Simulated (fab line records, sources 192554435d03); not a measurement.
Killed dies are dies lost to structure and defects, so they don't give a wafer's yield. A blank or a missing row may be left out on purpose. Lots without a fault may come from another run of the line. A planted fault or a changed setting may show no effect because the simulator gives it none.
A struck lot beside a sound one | flow n5_finfet | 15 steps out of a route of 1938
Sound: wafers L240.1, L240.5, L240.6. Struck: wafer L245.5. (L245.1 of the same lot was not struck and is left out.) The cause comes at the end.
At each step with rows: each side's tool, then ch and its chambers, then its first start. Under that, the readings that differ: sound wafers | struck wafers | difference of the means | sigmas: that difference in standard deviations of wafers without a fault.
alike: readings whose means differ by less than 2 such deviations, and words and numbers that are the same on both sides. not compared: withheld readings, readings that some wafer has no value for, bounds like >300 that may hide the same value, and numbers for which the record gives no deviation and whose values overlap.
The two part at a step that has a row with sigmas, a row that says differs or no value, or rows on one side only. Numbers that don't overlap but have no deviation are shown without sigmas and don't part them. A reading that every wafer of one side lacks parts them only if that side has two wafers or more.

N5_BEOL_M9_STRIP_80: strips in N2/H2, time 10 s.
  sound on rie_diel-06 ch 0,1,2; struck on rie_diel-06 ch 3
  reading                         | sound          | struck | difference | sigmas
  showerhead_plenum_p_Torr (Torr) | 2.57 2.54 2.50 | 2.68   | +0.14      | +2
  alike: drypump_motor_current_A, oes_product_au, rf_vpp_V, throttle_valve_pct
  not compared: rf_hours_counter_h
N5_BEOL_M9_OCD_MEAS_38:
  sound on ocd-01, day 11 01:22; struck on ocd-01, day 11 23:18
  alike: trench_depth_nm
then, 4 steps without rows for these wafers: N5_BEOL_M9_HM_STRIP_39 (strips TiN in peroxide tin strip, target depth 25 nm, time 158 s); N5_BEOL_M9_SRD_40 (time 30 s); N5_BEOL_M9_PRECLEAN_42 (cleans in residue remover, time 60 s); N5_BEOL_M9_SRD_43 (time 30 s).
N5_BEOL_M9_CD_MEAS_35: target cd 70 nm, target cd y 40 nm.
  sound on cd_sem-03, day 11 01:31; struck on cd_sem-03, day 11 23:33
  alike: cd_nm
N5_BEOL_M9_CURE_72: cures SiCOH lowk, time 120 s.
  sound on uv_cure-02 ch 1, day 11 01:33; struck on uv_cure-01 ch 2, day 11 23:35
  alike: lamp_power_pct, wafer_temp_C_max
then, 1 step without rows for these wafers: N5_BEOL_M9_DEGAS_44 (time 60 s).
N5_BEOL_M9_PRE_CLEAN_45: time 30 s.
  sound on pvd_sputter-03, day 11 02:02; struck on pvd_sputter-01, day 12 00:31
  alike: heater_power_w
N5_BEOL_M9_ALD_74: deposits TaN, target thk 2 nm, pulse time 2 s, purge time 3 s.
  sound on ald_metal-02 ch 1,2,3, day 11 02:20; struck on ald_metal-03 ch 1, day 12 00:34
  alike: heater_power_w
N5_BEOL_M9_SURFACE_TREAT_79:
  sound on pvd_sputter-02, day 11 02:46; struck on pvd_sputter-03, day 12 00:56
  alike: ar_flow_sccm
  not compared: throttle_valve_pct
N5_BEOL_M9_CVD_78: deposits Co from CCTBA/H2, target thk 2 nm, time 138.9 s.
  sound on cvd_co-02 ch 0,2, day 11 02:50; struck on cvd_co-02 ch 2, day 12 01:02
  reading          | sound             | struck | difference | sigmas
  run_length_s (s) | 162.7 162.2 162.1 | 164.5  | +2.2       | +5
then, 2 steps without rows for these wafers: N5_BEOL_M9_SPUTTER_48 (material Cu, target thk 12 nm, time 2 s); N5_PASSIVATION_PROBE_49.

WHERE THEY PART
First at N5_BEOL_M9_STRIP_80; last, within this record, at N5_BEOL_M9_CVD_78.

WHY: what the simulator had put in
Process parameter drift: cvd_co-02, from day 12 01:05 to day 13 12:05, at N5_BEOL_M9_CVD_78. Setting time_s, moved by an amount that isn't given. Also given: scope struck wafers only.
